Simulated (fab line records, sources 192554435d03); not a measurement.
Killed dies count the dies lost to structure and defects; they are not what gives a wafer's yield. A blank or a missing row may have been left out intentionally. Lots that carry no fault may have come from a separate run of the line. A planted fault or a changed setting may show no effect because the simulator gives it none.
Chamber matching :: flow n5_finfet :: N5_BEOL_M13_ILD_DEP_00 on pecvd-02 has 3 sister chambers
The step deposits SiOC from DEMS/O2, target thk 837.92 nm, time 166.4 s. 3 wafers are shown with their chamber, then 11 later ones without.

== EACH WAFER AND ITS CHAMBER ==
wafer: L086.3
chamber: 1
throttle_valve_pct (%): 12.4

wafer: L085.5
chamber: 0
throttle_valve_pct (%): 11.9

wafer: L089.1
chamber: 2
throttle_valve_pct (%): 11.0

== WAFERS WITHOUT THEIR CHAMBER ==
wafer: L089.5
throttle_valve_pct (%): 11.6

wafer: L089.6
throttle_valve_pct (%): 10.9

wafer: L092.1
throttle_valve_pct (%): 12.3

wafer: L092.3
throttle_valve_pct (%): 11.3

wafer: L092.4
throttle_valve_pct (%): 12.0

wafer: L094.1
throttle_valve_pct (%): 11.9

wafer: L094.2
throttle_valve_pct (%): 10.8

wafer: L094.3
throttle_valve_pct (%): 12.6

wafer: L095.2
throttle_valve_pct (%): 11.1

wafer: L095.3
throttle_valve_pct (%): 12.2

wafer: L095.5
throttle_valve_pct (%): 12.4

== WHICH CHAMBER EACH WENT THROUGH ==
wafer: L089.5
from the rows above: can't be placed: 0 or 2
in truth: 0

wafer: L089.6
from the rows above: 2
in truth: 2

wafer: L092.1
from the rows above: can't be placed: 1 or 0
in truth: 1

wafer: L092.3
from the rows above: can't be placed: 2 or 0
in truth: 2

wafer: L092.4
from the rows above: can't be placed: 0 or 1
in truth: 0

wafer: L094.1
from the rows above: 0
in truth: 0

wafer: L094.2
from the rows above: 2
in truth: 2

wafer: L094.3
from the rows above: 1
in truth: 1

wafer: L095.2
from the rows above: 2
in truth: 2

wafer: L095.3
from the rows above: can't be placed: 1 or 0
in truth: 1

wafer: L095.5
from the rows above: 1
in truth: 1
Placed correctly: 6 of 11. Unplaceable from these rows: 5, with the true chamber sitting among the candidates in 5. Number placed wrongly: 0.
How it was worked out, from the rows above alone: a wafer's distance from a chamber is the root of the sum, over the readings, of the square of ((its reading less the chamber's mean) divided by the reading's scatter). The wafer belongs to the nearest chamber; if the next one is less than 2 further off, it can't be placed. A chamber's mean is the mean of its shown wafers. The scatter: root of mean squared gap, hidden wafer to nearest shown wafer, with one shown wafer a chamber.
